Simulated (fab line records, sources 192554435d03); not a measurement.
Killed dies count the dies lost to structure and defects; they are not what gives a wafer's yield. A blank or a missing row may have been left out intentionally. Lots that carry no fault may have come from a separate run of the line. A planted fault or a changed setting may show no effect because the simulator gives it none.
Chamber matching ; flow n5 finfet ; N5_DUMMY_GATE_STRIP_41 on rie diel-02: 4 sister chambers
The step strips in O2. 14 wafers are shown with their chamber, then 7 later ones without.

== WAFERS, EACH WITH ITS CHAMBER ==
wafer;chamber;showerhead plenum p Torr (Torr);throttle valve pct (%);drypump motor current A (A)
L075.1;3;2.08;16.43;5.9
L075.3;1;2.04;16.91;6.1
L075.5;2;2.20;16.75;6.3
L080.2;1;2.04;16.96;6.0
L080.3;0;2.09;16.86;5.8
L080.4;2;2.19;16.79;6.3
L082.1;1;2.04;16.95;6.0
L082.3;2;2.19;16.80;6.3
L082.6;2;2.19;16.78;6.3
L083.1;3;2.07;16.48;5.8
L083.2;1;2.04;16.96;6.0
L083.3;0;2.09;16.87;5.8
L085.1;0;2.09;16.87;5.8
L085.4;2;2.19;16.80;6.3

SIGNATURES (averages over the wafers above)
reading;chamber 0;chamber 1;chamber 2;chamber 3;scatter within a chamber
showerhead plenum p Torr;2.0900;2.0400;2.1920;2.0750;0.00361
throttle valve pct;16.8667;16.9450;16.7840;16.4550;0.0218
drypump motor current A;5.800;6.025;6.300;5.850;0.0354
Rule: a wafer lies at a distance from a chamber equal to the root of the sum of squares, over the readings, of (its reading less the chamber's mean, divided by the reading's scatter). If the next closest chamber is less than 2 further off than the closest, the wafer can't be placed; otherwise it belongs to the closest. The scatter is the square root of a quotient: the sum, over the shown wafers, of each reading's squared deviation from its chamber's mean, divided by wafers minus chambers.

== WAFERS WHOSE CHAMBER IS MISSING ==
wafer;showerhead plenum p Torr (Torr);throttle valve pct (%);drypump motor current A (A)
L085.5;2.07;16.48;5.8
L093.4;2.08;16.92;5.8
L093.5;2.19;16.85;6.3
L093.6;2.03;16.99;6.0
L094.2;2.08;16.90;5.8
L094.3;2.19;16.83;6.2
L094.4;2.07;16.51;5.8

== THE CHAMBER EACH PASSED THROUGH ==
wafer;from the rows above;in truth
L085.5;3;3
L093.4;0;0
L093.5;2;2
L093.6;1;1
L094.2;0;0
L094.3;2;2
L094.4;3;3
7 of 7 placed correctly. Can't be placed from these rows: 0. 0 placed wrongly.
